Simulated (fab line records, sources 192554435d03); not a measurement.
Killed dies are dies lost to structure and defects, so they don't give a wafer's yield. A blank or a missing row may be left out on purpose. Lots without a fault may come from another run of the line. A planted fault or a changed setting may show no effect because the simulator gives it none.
Which tool did it? | flow n5_finfet | 9 lots, 24 wafers sampled, at 6 steps of a route of 1938

WHAT THE GAUGES READ, wafer by wafer
N5_BEOL_M3_INSPECT_13: inspects for defects (brightfield). Usual: raw_defect_count 419, standard deviation 92.
lot  | measured     | on                | raw_defect_count | flag
L259 | day 7 13:46  | defect_inspect-02 | 358 505 341      |
L260 | day 8 00:55  | defect_inspect-01 | 493 421 504      |
L263 | day 8 21:41  | defect_inspect-01 | 377 399          |
L269 | day 10 10:26 | defect_inspect-02 | 453 412 344      |
L270 | day 10 21:54 | defect_inspect-02 | 430 328 409      |
L275 | day 12 04:34 | defect_inspect-02 | 303 353 297      |
L277 | day 12 08:43 | defect_inspect-02 | 253 247          |
L278 | day 13 11:53 | defect_inspect-02 | 419 590          |
L279 | day 13 16:19 | defect_inspect-02 | 533 536 388      |

N5_BEOL_M3_OCD_MEAS_38. Usual: trench_depth_nm 55.0 nm, standard deviation 1.1.
lot  | measured     | on     | trench_depth_nm (nm) | flag
L259 | day 7 19:12  | ocd-01 | 54.1 55.4 55.5       |
L260 | day 8 13:54  | ocd-02 | 56.9 54.8 55.4       |
L263 | day 8 23:49  | ocd-02 | 54.7 53.6            |
L269 | day 11 04:11 | ocd-01 | 59.2 59.4 59.0       | OFF
L270 | day 11 06:29 | ocd-02 | 63.5 59.0 59.1       | OFF
L275 | day 12 07:16 | ocd-01 | 53.3 54.5 53.7       |
L277 | day 12 11:27 | ocd-02 | 53.2 54.6            |
L278 | day 13 15:30 | ocd-02 | 54.3 55.8            |
L279 | day 13 18:30 | ocd-01 | 54.8 53.8 54.1       |

N5_BEOL_M4_RC_MEAS_101. Usual: DIBL_N 36.2 mV/V, standard deviation 2.2; DIBL_P 36.5 mV/V, standard deviation 3; IOFF_N 0.16 nA/um, standard deviation 0.039; IOFF_P 0.22 nA/um, standard deviation 0.047; ION_N 675 uA/um, standard deviation 15; ION_P 463 uA/um, standard deviation 10; SS_N 71.6 mV/dec, standard deviation 0.71; SS_P 73.4 mV/dec, standard deviation 0.94; VT_N 250 mV, standard deviation 3.6; VT_P -250 mV, standard deviation 3.9.
lot  | measured     | on        | DIBL_N (mV/V)  | DIBL_P (mV/V)  | IOFF_N (nA/um) | IOFF_P (nA/um) | ION_N (uA/um) | ION_P (uA/um) | SS_N (mV/dec)  | SS_P (mV/dec)  | VT_N (mV)   | VT_P (mV)      | flag
L259 | day 8 07:55  | prober-02 | 35.7 41.1 35.3 | 35.8 42.1 35.4 | 0.14 0.26 0.14 | 0.18 0.29 0.18 | 669 694 658   | 452 470 455   | 71.3 73.5 71.3 | 74.0 75.4 73.2 | 251 245 252 | -253 -249 -255 |
L260 | day 9 02:36  | prober-02 | 35.1 35.4 32.2 | 35.7 37.1 32.7 | 0.14 0.15 0.10 | 0.18 0.21 0.16 | 664 678 650   | 451 468 450   | 71.3 71.5 70.5 | 73.3 73.0 72.2 | 253 250 257 | -254 -250 -253 |
L263 | day 9 22:13  | prober-01 | 39.0 38.5      | 40.5 40.0      | 0.18 0.18      | 0.25 0.24      | 696 694       | 479 477       | 71.5 71.4      | 73.8 74.2      | 250 250     | -249 -247      |
L269 | day 11 16:40 | prober-02 | 35.9 41.9 36.9 | 35.5 41.5 35.8 | 0.14 0.26 0.15 | 0.19 0.29 0.19 | 686 690 685   | 468 470 461   | 71.3 73.5 71.1 | 72.7 74.6 73.0 | 249 243 253 | -251 -248 -253 |
L270 | day 11 16:50 | prober-01 | 38.2 35.4 34.8 | 38.9 36.4 36.2 | 0.18 0.13 0.15 | 0.21 0.17 0.19 | 669 667 698   | 458 461 475   | 71.9 71.2 70.6 | 74.2 73.1 73.2 | 249 253 248 | -252 -256 -252 |
L275 | day 13 01:37 | prober-02 | 32.2 35.6 36.5 | 32.2 35.7 37.0 | 0.12 0.16 0.18 | 0.19 0.24 0.29 | 669 678 686   | 476 466 475   | 70.6 71.2 71.6 | 71.6 72.7 73.8 | 251 248 244 | -247 -244 -240 |
L277 | day 13 01:31 | prober-01 | 37.0 37.9      | 38.9 40.3      | 0.16 0.17      | 0.22 0.23      | 673 672       | 455 460       | 71.2 72.0      | 73.2 73.9      | 251 251     | -252 -250      |
L278 | day 14 05:14 | prober-02 | 42.3 34.6      | 42.9 33.3      | 0.26 0.12      | 0.34 0.16      | 684 661       | 467 457       | 72.5 70.7      | 76.7 73.3      | 247 254     | -246 -255      |
L279 | day 14 09:05 | prober-01 | 34.2 36.0 32.6 | 36.4 37.1 33.2 | 0.15 0.18 0.12 | 0.21 0.22 0.17 | 678 682 665   | 460 462 457   | 71.5 71.9 71.3 | 74.1 73.2 72.6 | 248 246 251 | -249 -250 -254 |

WHICH TOOL RAN EACH LOT (tool, then ch and the chambers of the sampled wafers, then the start)
lot  | N5_BEOL_M3_ETCH_64                | N5_BEOL_M3_STRIP_19                | N5_BEOL_M3_TRENCH_ETCH_37
L259 | rie_diel-03 ch 2,3, day 7 13:54   | rie_diel-06 ch 0,1,3, day 7 14:13  | rie_diel-05 ch 1,3, day 7 19:02
L260 | rie_diel-05 ch 0,1,2, day 8 01:02 | rie_diel-06 ch 0,1,2, day 8 01:19  | rie_diel-05 ch 0,2,3, day 8 13:45
L263 | rie_diel-05 ch 0,2, day 8 21:48   | rie_diel-03 ch 1,2, day 8 22:10    | rie_diel-05 ch 1,3, day 8 23:39
L269 | rie_diel-06 ch 0,3, day 10 10:33  | rie_diel-06 ch 1,2, day 10 10:56   | rie_diel-05 ch 2,3, day 11 04:02
L270 | rie_diel-06 ch 0,1, day 10 22:01  | rie_diel-06 ch 1,2,3, day 10 22:18 | rie_diel-05 ch 0,1, day 11 06:20
L275 | rie_diel-03 ch 0,1, day 12 04:41  | rie_diel-06 ch 1,2,3, day 12 04:58 | rie_diel-03 ch 1,2, day 12 07:07
L277 | rie_diel-05 ch 0,2, day 12 08:53  | rie_diel-03 ch 1,2, day 12 09:08   | rie_diel-06 ch 0,3, day 12 11:17
L278 | rie_diel-05 ch 0,1, day 13 12:01  | rie_diel-05 ch 0,1, day 13 12:18   | rie_diel-06 ch 0,1, day 13 15:21
L279 | rie_diel-06 ch 1,2, day 13 16:35  | rie_diel-03 ch 0,2, day 13 16:52   | rie_diel-03 ch 0,3, day 13 18:21
- N5_BEOL_M3_ETCH_64: etches SOC in N2/H2, target depth 75 nm, overetch 15 nm, time 112.5 s.
- N5_BEOL_M3_STRIP_19: strips in O2.
- N5_BEOL_M3_TRENCH_ETCH_37: etches SiOC in C4F6/O2, target depth 55.555 nm, time 29.2 s.

WHAT THE TOOLS THEMSELVES READ (means of the sampled wafers that have a number; where no wafer has one, the mark that the record gives instead)
N5_BEOL_M3_ETCH_64. Usual: drypump_motor_current_A 5.8 A, standard deviation 0.48; oes_product_au 0.57 a.u., standard deviation 0.034; rf_fwd_power_W 836.4 W, standard deviation 2.7; rf_vpp_V 525.1 V, standard deviation 2.2; showerhead_plenum_p_Torr 2.59 Torr, standard deviation 0.076; throttle_valve_pct 17.95 %, standard deviation 0.26.
lot  | tool        | drypump_motor_current_A (A) | oes_product_au (a.u.) | rf_fwd_power_W (W) | rf_vpp_V (V) | showerhead_plenum_p_Torr (Torr) | throttle_valve_pct (%) | flag
L259 | rie_diel-03 | 5.7                         | 0.60                  | 837.8              | 525.0        | 2.60                            | 18.24                  |
L260 | rie_diel-05 | 5.6                         | 0.58                  | 838.4              | 526.6        | 2.65                            | 17.87                  |
L263 | rie_diel-05 | 5.8                         | 0.58                  | 837.9              | 526.0        | 2.64                            | 17.72                  |
L269 | rie_diel-06 | 5.5                         | 0.56                  | 834.8              | 522.2        | 2.55                            | 17.77                  |
L270 | rie_diel-06 | 5.7                         | 0.54                  | 836.2              | 525.4        | 2.61                            | 17.68                  |
L275 | rie_diel-03 | 6.2                         | 0.54                  | 836.4              | 525.4        | 2.63                            | 18.17                  |
L277 | rie_diel-05 | 5.8                         | 0.57                  | 836.0              | 527.5        | 2.63                            | 17.76                  |
L278 | rie_diel-05 | 5.2                         | 0.56                  | 837.0              | 526.5        | 2.63                            | 17.90                  |
L279 | rie_diel-06 | 6.0                         | 0.55                  | 835.8              | 524.2        | 2.54                            | 17.76                  |

N5_BEOL_M3_STRIP_19. Usual: drypump_motor_current_A 5.8 A, standard deviation 0.51; oes_product_au 0.72 a.u., standard deviation 0.057; rf_vpp_V 3.6 V, standard deviation 0.43; showerhead_plenum_p_Torr 2.12 Torr, standard deviation 0.069; throttle_valve_pct 16.77 %, standard deviation 0.15.
lot  | tool        | drypump_motor_current_A (A) | oes_product_au (a.u.) | rf_vpp_V (V) | showerhead_plenum_p_Torr (Torr) | throttle_valve_pct (%) | flag
L259 | rie_diel-06 | 5.5                         | 0.71                  | 3.8          | 2.13                            | 16.72                  |
L260 | rie_diel-06 | 6.0                         | 0.74                  | 3.4          | 2.14                            | 16.70                  |
L263 | rie_diel-03 | 6.1                         | 0.73                  | 3.8          | 2.14                            | 16.93                  |
L269 | rie_diel-06 | 6.4                         | 0.74                  | 3.4          | 2.07                            | 16.71                  |
L270 | rie_diel-06 | 5.9                         | 0.73                  | 3.5          | 2.07                            | 16.75                  |
L275 | rie_diel-06 | 5.9                         | 0.72                  | 3.9          | 2.06                            | 16.78                  |
L277 | rie_diel-03 | 6.0                         | 0.72                  | 3.5          | 2.13                            | 16.95                  |
L278 | rie_diel-05 | 5.2                         | 0.71                  | 3.8          | 2.16                            | 16.70                  |
L279 | rie_diel-03 | 5.7                         | 0.73                  | 3.7          | 2.13                            | 16.93                  |

N5_BEOL_M3_TRENCH_ETCH_37. Usual: drypump_motor_current_A 5.8 A, standard deviation 0.49; oes_f_703_au 0.72 a.u., standard deviation 0.05; oes_o_777_au 0.72 a.u., standard deviation 0.054; oes_product_au 0.71 a.u., standard deviation 0.048; rf_fwd_power_W 349.4 W, standard deviation 2.1; rf_vpp_V 670 V, standard deviation 18; showerhead_plenum_p_Torr 2.90 Torr, standard deviation 0.078; throttle_valve_pct 20.97 %, standard deviation 0.22.
lot  | tool        | drypump_motor_current_A (A) | oes_f_703_au (a.u.) | oes_o_777_au (a.u.) | oes_product_au (a.u.) | rf_fwd_power_W (W) | rf_vpp_V (V) | showerhead_plenum_p_Torr (Torr) | throttle_valve_pct (%) | flag
L259 | rie_diel-05 | 5.7                         | 0.72                | 0.71                | 0.69                  | 349.2              | 683          | 2.89                            | 21.15                  |
L260 | rie_diel-05 | 5.9                         | 0.75                | 0.74                | 0.72                  | 351.7              | 673          | 2.92                            | 20.87                  |
L263 | rie_diel-05 | 5.5                         | 0.71                | 0.70                | 0.68                  | 347.8              | 682          | 2.91                            | 21.16                  |
L269 | rie_diel-05 | 6.2                         | 0.92                | 0.90                | 0.74                  | 435.0              | 604          | 2.91                            | 20.95                  | OFF
L270 | rie_diel-05 | 5.2                         | 0.93                | 0.90                | 0.75                  | 433.0              | 603          | 2.95                            | 21.00                  | OFF
L275 | rie_diel-03 | 5.9                         | 0.72                | 0.75                | 0.72                  | 351.0              | 646          | 2.89                            | 21.12                  |
L277 | rie_diel-06 | 5.5                         | 0.70                | 0.71                | 0.69                  | 348.6              | 672          | 2.79                            | 20.77                  |
L278 | rie_diel-06 | 5.7                         | 0.67                | 0.67                | 0.68                  | 345.5              | 672          | 2.92                            | 20.74                  |
L279 | rie_diel-03 | 5.9                         | 0.90                | 0.91                | 0.89                  | 350.7              | 666          | 2.93                            | 21.01                  | OFF

THE ANSWER, worked out from the rows above alone
Rule: a lot is off if the mean of its wafers that have a number lies more than 3 standard deviations from the usual mean. A lot without any number at a reading at which 4 lots or more have one is off too. The other lots that the step has rows for count as sound. The gauges are gone through in route order, then the tools' own readings, and for those a lot's mean is taken as printed above. The first step at which some lot is off is used, and at that step the reading that is off furthest; a lot without a number counts as furthest.
Off: L269, L270, at N5_BEOL_M3_OCD_MEAS_38 (trench_depth_nm).
A tool fits if, at a process step before that reading, it ran every lot that is off, and no sound lot after the first of them. The gauges at N5_BEOL_M3_OCD_MEAS_38 aren't tried: what is off there is off at N5_BEOL_M3_TRENCH_ETCH_37 too, on other tools, and a gauge's error can't cause that. One fits: rie_diel-05 at N5_BEOL_M3_TRENCH_ETCH_37. Its last sound lot is L263 (day 8 23:39), its first lot that is off L269 (day 11 04:02): a fault that began between those two fits.
The tool's own readings at N5_BEOL_M3_TRENCH_ETCH_37 bear it out: on the lots that are off they differ by more than 5 times the standard deviation of the sound lots' means. rf_fwd_power_W reads 434.0 W there against 349.2 W on the sound lots; rf_vpp_V reads 604 V there against 671 V on the sound lots.

WHAT THE SIMULATOR HAD PUT IN
Process parameter drift: rie_diel-05, from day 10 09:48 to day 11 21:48, at N5_BEOL_M3_TRENCH_ETCH_37. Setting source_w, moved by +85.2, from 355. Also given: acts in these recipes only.
Lots struck among those shown: L269, L270. The rule above found the same.
